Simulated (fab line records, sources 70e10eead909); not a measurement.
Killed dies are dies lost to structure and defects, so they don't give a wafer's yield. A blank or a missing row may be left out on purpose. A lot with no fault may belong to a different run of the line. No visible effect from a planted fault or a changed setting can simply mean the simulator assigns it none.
Which tool was responsible? / flow nand harc / 14 lots, 42 wafers sampled, at 5 steps of a route of 1302

WHAT THE GAUGES READ, wafer by wafer
NHARC_THIN_TSV_CD_MEAS_33: the cd target is 5000 nm.
lot=L998; measured=day 24 09:22; on=cd sem-02; cd nm (nm)=5002.2 5000.9 5001.9
lot=L999; measured=day 24 10:34; on=cd sem-03; cd nm (nm)=4999.5 4998.8 4998.6
lot=L100; measured=day 24 17:59; on=cd sem-02; cd nm (nm)=5000.2 5001.0 4998.6
lot=L101; measured=day 25 06:17; on=cd sem-01; cd nm (nm)=4994.9 4996.5 4996.0
lot=L106; measured=day 28 03:47; on=cd sem-03; cd nm (nm)=5002.2 5002.9 5001.2
lot=L108; measured=day 28 04:53; on=cd sem-03; cd nm (nm)=5001.4 5000.9 5002.1
lot=L112; measured=day 30 02:56; on=cd sem-02; cd nm (nm)=4997.7 4994.8 4998.2
lot=L113; measured=day 30 01:37; on=cd sem-03; cd nm (nm)=4997.9 5000.4 4998.6
lot=L115; measured=day 32 14:41; on=cd sem-02; cd nm (nm)=4999.3 4998.7 4999.8
lot=L114; measured=day 32 13:28; on=cd sem-01; cd nm (nm)=4999.9 4998.5 4998.1
lot=L116; measured=day 31 13:44; on=cd sem-03; cd nm (nm)=5000.8 5000.9 5001.6
lot=L118; measured=day 32 19:32; on=cd sem-03; cd nm (nm)=4999.6 4999.3 4999.5
lot=L119; measured=day 32 15:56; on=cd sem-02; cd nm (nm)=4999.7 5000.7 5001.4
lot=L121; measured=day 34 02:33; on=cd sem-02; cd nm (nm)=4999.6 5002.6 5000.9

NHARC_END_SORT_01.
lot=L106; measured=day 28 12:53; on=prober-02; killed at array=254 238 251; killed at other=0 0 1; killed at periphery=4 7 6; killed dies=258 245 258; killed open=4 5 3; killed short=9 3 4
lot=L108; measured=day 28 12:50; on=prober-01; killed at array=219 195 219; killed at other=1 0 1; killed at periphery=2 6 8; killed dies=222 201 228; killed open=1 4 7; killed short=3 1 1

TOOL THAT RAN EACH LOT (tool first, then ch and the chambers of the sampled wafers, then the start)
lot=L998; NHARC_A_ONON_D2_DEP_12=pecvd onon-04 ch 0, day 12 10:23; NHARC_THIN_TSV_STRIP_62=plasma asher-02 ch 0,1, day 24 06:06; NHARC_THIN_TSV_PVD_19=pvd sputter-01, day 24 09:22 or earlier
lot=L999; NHARC_A_ONON_D2_DEP_12=pecvd onon-04 ch 0, day 12 22:36; NHARC_THIN_TSV_STRIP_62=plasma asher-01 ch 0,1, day 24 07:23; NHARC_THIN_TSV_PVD_19=pvd sputter-01, day 24 10:34 or earlier
lot=L100; NHARC_A_ONON_D2_DEP_12=pecvd onon-03 ch 0, day 13 09:45; NHARC_THIN_TSV_STRIP_62=plasma asher-01 ch 0,1, day 24 14:41; NHARC_THIN_TSV_PVD_19=pvd sputter-01, day 24 17:59 or earlier
lot=L101; NHARC_A_ONON_D2_DEP_12=pecvd onon-01 ch 0, day 13 09:46; NHARC_THIN_TSV_STRIP_62=plasma asher-01 ch 0,1, day 25 03:00; NHARC_THIN_TSV_PVD_19=pvd sputter-02, day 25 06:17 or earlier
lot=L106; NHARC_A_ONON_D2_DEP_12=pecvd onon-04 ch 0, day 16 01:58; NHARC_THIN_TSV_STRIP_62=plasma asher-02 ch 0,1, day 28 00:27; NHARC_THIN_TSV_PVD_19=pvd sputter-02, day 28 03:47 or earlier
lot=L108; NHARC_A_ONON_D2_DEP_12=pecvd onon-04 ch 0, day 16 04:56; NHARC_THIN_TSV_STRIP_62=plasma asher-02 ch 0,1, day 28 01:43; NHARC_THIN_TSV_PVD_19=pvd sputter-02, day 28 04:53 or earlier
lot=L112; NHARC_A_ONON_D2_DEP_12=pecvd onon-03 ch 0, day 18 18:35; NHARC_THIN_TSV_STRIP_62=plasma asher-01 ch 0,1, day 29 23:46; NHARC_THIN_TSV_PVD_19=pvd sputter-02, day 30 02:56 or earlier
lot=L113; NHARC_A_ONON_D2_DEP_12=pecvd onon-04 ch 0, day 18 18:53; NHARC_THIN_TSV_STRIP_62=plasma asher-01 ch 0,1, day 29 22:28; NHARC_THIN_TSV_PVD_19=pvd sputter-01, day 30 01:37 or earlier
lot=L115; NHARC_A_ONON_D2_DEP_12=pecvd onon-03 ch 0, day 19 17:30; NHARC_THIN_TSV_STRIP_62=plasma asher-01 ch 0, day 32 11:32; NHARC_THIN_TSV_PVD_19=pvd sputter-03, day 32 14:41 or earlier
lot=L114; NHARC_A_ONON_D2_DEP_12=pecvd onon-04 ch 0, day 19 17:34; NHARC_THIN_TSV_STRIP_62=plasma asher-02 ch 0,1, day 32 10:08; NHARC_THIN_TSV_PVD_19=pvd sputter-02, day 32 13:28 or earlier
lot=L116; NHARC_A_ONON_D2_DEP_12=pecvd onon-04 ch 0, day 20 06:20; NHARC_THIN_TSV_STRIP_62=plasma asher-01 ch 0,1, day 31 10:10; NHARC_THIN_TSV_PVD_19=pvd sputter-03, day 31 13:44 or earlier
lot=L118; NHARC_A_ONON_D2_DEP_12=pecvd onon-03 ch 0, day 21 05:11; NHARC_THIN_TSV_STRIP_62=plasma asher-02 ch 0,1, day 32 16:13; NHARC_THIN_TSV_PVD_19=pvd sputter-03, day 32 19:32 or earlier
lot=L119; NHARC_A_ONON_D2_DEP_12=pecvd onon-01 ch 0, day 21 05:19; NHARC_THIN_TSV_STRIP_62=plasma asher-02 ch 0,1, day 32 12:38; NHARC_THIN_TSV_PVD_19=pvd sputter-03, day 32 15:56 or earlier
lot=L121; NHARC_A_ONON_D2_DEP_12=pecvd onon-01 ch 0, day 22 10:26; NHARC_THIN_TSV_STRIP_62=plasma asher-01 ch 0,1, day 33 23:14; NHARC_THIN_TSV_PVD_19=pvd sputter-03, day 34 02:33 or earlier
- NHARC_A_ONON_D2_DEP_12: target thk 1000 nm.
- NHARC_THIN_TSV_STRIP_62: strips in N2/H2, time 20 s.
- NHARC_THIN_TSV_PVD_19: deposits TaN, target thk 20 nm.

WHAT THE TOOLS THEMSELVES READ (means of the sampled wafers that have a number; where no wafer has one, the mark that the record gives instead)
NHARC_THIN_TSV_STRIP_62.
lot=L998; tool=plasma asher-02; drypump motor current A (A)=6.0; heater power w (W)=321; temp c (C)=250.09
lot=L999; tool=plasma asher-01; drypump motor current A (A)=5.6; heater power w (W)=355; temp c (C)=250.15
lot=L100; tool=plasma asher-01; drypump motor current A (A)=6.0; heater power w (W)=343; temp c (C)=250.14
lot=L101; tool=plasma asher-01; drypump motor current A (A)=6.0; heater power w (W)=349; temp c (C)=249.96
lot=L106; tool=plasma asher-02; drypump motor current A (A)=6.1; heater power w (W)=338; temp c (C)=250.07
lot=L108; tool=plasma asher-02; drypump motor current A (A)=6.1; heater power w (W)=336; temp c (C)=250.00
lot=L112; tool=plasma asher-01; drypump motor current A (A)=5.7; heater power w (W)=356; temp c (C)=250.15
lot=L113; tool=plasma asher-01; drypump motor current A (A)=5.6; heater power w (W)=348; temp c (C)=250.00
lot=L115; tool=plasma asher-01; drypump motor current A (A)=6.4; heater power w (W)=352; temp c (C)=250.26
lot=L114; tool=plasma asher-02; drypump motor current A (A)=6.1; heater power w (W)=330; temp c (C)=249.80
lot=L116; tool=plasma asher-01; drypump motor current A (A)=5.6; heater power w (W)=360; temp c (C)=250.02
lot=L118; tool=plasma asher-02; drypump motor current A (A)=6.2; heater power w (W)=332; temp c (C)=249.85
lot=L119; tool=plasma asher-02; drypump motor current A (A)=6.2; heater power w (W)=337; temp c (C)=249.86
lot=L121; tool=plasma asher-01; drypump motor current A (A)=6.0; heater power w (W)=354; temp c (C)=250.07

NHARC_THIN_TSV_PVD_19.
lot=L998; tool=pvd sputter-01; throttle valve pct (%)=29.8
lot=L999; tool=pvd sputter-01; throttle valve pct (%)=29.9
lot=L100; tool=pvd sputter-01; throttle valve pct (%)=29.7
lot=L101; tool=pvd sputter-02; throttle valve pct (%)=29.8
lot=L106; tool=pvd sputter-02; throttle valve pct (%)=29.7
lot=L108; tool=pvd sputter-02; throttle valve pct (%)=29.1
lot=L112; tool=pvd sputter-02; throttle valve pct (%)=29.5
lot=L113; tool=pvd sputter-01; throttle valve pct (%)=30.4
lot=L115; tool=pvd sputter-03; throttle valve pct (%)=30.8
lot=L114; tool=pvd sputter-02; throttle valve pct (%)=28.5
lot=L116; tool=pvd sputter-03; throttle valve pct (%)=30.9
lot=L118; tool=pvd sputter-03; throttle valve pct (%)=30.0
lot=L119; tool=pvd sputter-03; throttle valve pct (%)=30.0
lot=L121; tool=pvd sputter-03; throttle valve pct (%)=30.0

THE ANSWER, worked out from the rows above alone
Rule: usual is defined by the lots themselves. Put in order of their means at a reading, lots are off if they are a third of the lots or fewer, leave a main group of 4 or more, and stand apart from it by a gap of 3 or more times the standard deviation of the main group's means; of several such gaps the widest counts. If all means in a main group match to the digits the tables above print for the reading, that group is not used. A lot without any number at a reading at which 4 lots or more have one is off too. Where the step has rows for the other lots, those lots are counted as sound. After the gauges, taken in route order, come the tools' own readings; for these a lot's mean is taken, as printed above. At the first step where some lot is off, the reading lying furthest off is the one used; lots without a number count as furthest.
None of the lots is off at any reading shown; this tells nothing.

WHAT HAD BEEN PUT IN BY THE SIMULATOR
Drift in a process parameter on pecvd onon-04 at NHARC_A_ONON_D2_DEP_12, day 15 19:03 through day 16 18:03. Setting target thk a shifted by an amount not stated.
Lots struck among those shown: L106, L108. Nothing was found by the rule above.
